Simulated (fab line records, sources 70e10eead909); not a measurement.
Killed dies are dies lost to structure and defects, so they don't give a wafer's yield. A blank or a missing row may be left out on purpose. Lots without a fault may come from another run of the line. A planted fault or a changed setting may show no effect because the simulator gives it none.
One fault seen from 2 desks | flow nand_harc | each desk has only its own numbers; what lay behind them comes last

THE METROLOGY DESK
What the gauges read, lot by lot, whatever tool the lot ran on: means of the sampled wafers that have a number. A lot is out of limits, marked OUT, if its mean lies more than 4 standard deviations from the usual mean; the brackets give that distance.
Columns: A = thk_nm at NHARC_A_ONON_D2_THK_MEAS_34, usual 199 nm
lot  | first seen here | A
L912 | day 13 11:38    | 197
L916 | day 14 20:35    | 199
L917 | day 15 10:02    | 199
L918 | day 15 17:50    | 197
L922 | day 16 18:25    | 200
L921 | day 16 18:31    | 201
L924 | day 18 06:40    | 189
L927 | day 18 18:32    | 201
L930 | day 20 01:48    | 192
L931 | day 21 03:55    | 203
L932 | day 21 15:49    | 197
L935 | day 22 01:55    | 200
This desk's finding: nothing out of limits on any of the 12 lots.

THE TOOL OWNER'S DESK: pecvd-02
The tool's own readings at NHARC_A_ONON_D2_DEP_33 (deposits SiO2, target thk 200 nm): means of the sampled wafers that have a number, for each lot that ran on this tool. A lot is out of limits, marked OUT, if its mean lies more than 4 standard deviations from the usual mean; the brackets give that distance.
Columns: A = heater_power_w at NHARC_A_ONON_D2_DEP_33, usual 611 W; B = mfc_precursor_sccm at NHARC_A_ONON_D2_DEP_33, usual 161.5 sccm; C = throttle_valve_pct at NHARC_A_ONON_D2_DEP_33, usual 16.1 %
lot  | first seen here | A   | B               | C
L912 | day 13 11:05    | 577 | 161.6           | 15.7
L916 | day 14 20:10    | 641 | 161.6           | 16.0
L918 | day 15 17:25    | 625 | 161.5           | 15.9
L922 | day 16 18:02    | 706 | 161.5           | 16.2
L924 | day 18 06:17    | 650 | 156.5 (-11) OUT | 16.0
L930 | day 20 01:29    | 701 | 155.5 (-13) OUT | 15.6
This desk's finding: out of limits on L924, L930; first on L924, day 18 06:17 (mfc_precursor_sccm at NHARC_A_ONON_D2_DEP_33). In limits: L912, L916, L918, L922.

PUT TOGETHER
The tool owner's desk could have raised an alarm at day 18 06:17, on L924, L930.
The metrology desk saw nothing out of limits.
The metrology desk has L924, L930 on record, within its limits.
Of the lots named, all ran NHARC_A_ONON_D2_DEP_33 on pecvd-02.

WHAT THE SIMULATOR HAD PUT IN
Process parameter drift: pecvd-02, from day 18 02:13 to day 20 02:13, at NHARC_A_ONON_D2_DEP_33. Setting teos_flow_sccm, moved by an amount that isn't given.
Lots struck among those shown: L924, L930.
Hours from the fault's start to each desk's first reading out of limits: the tool owner's desk, 4.
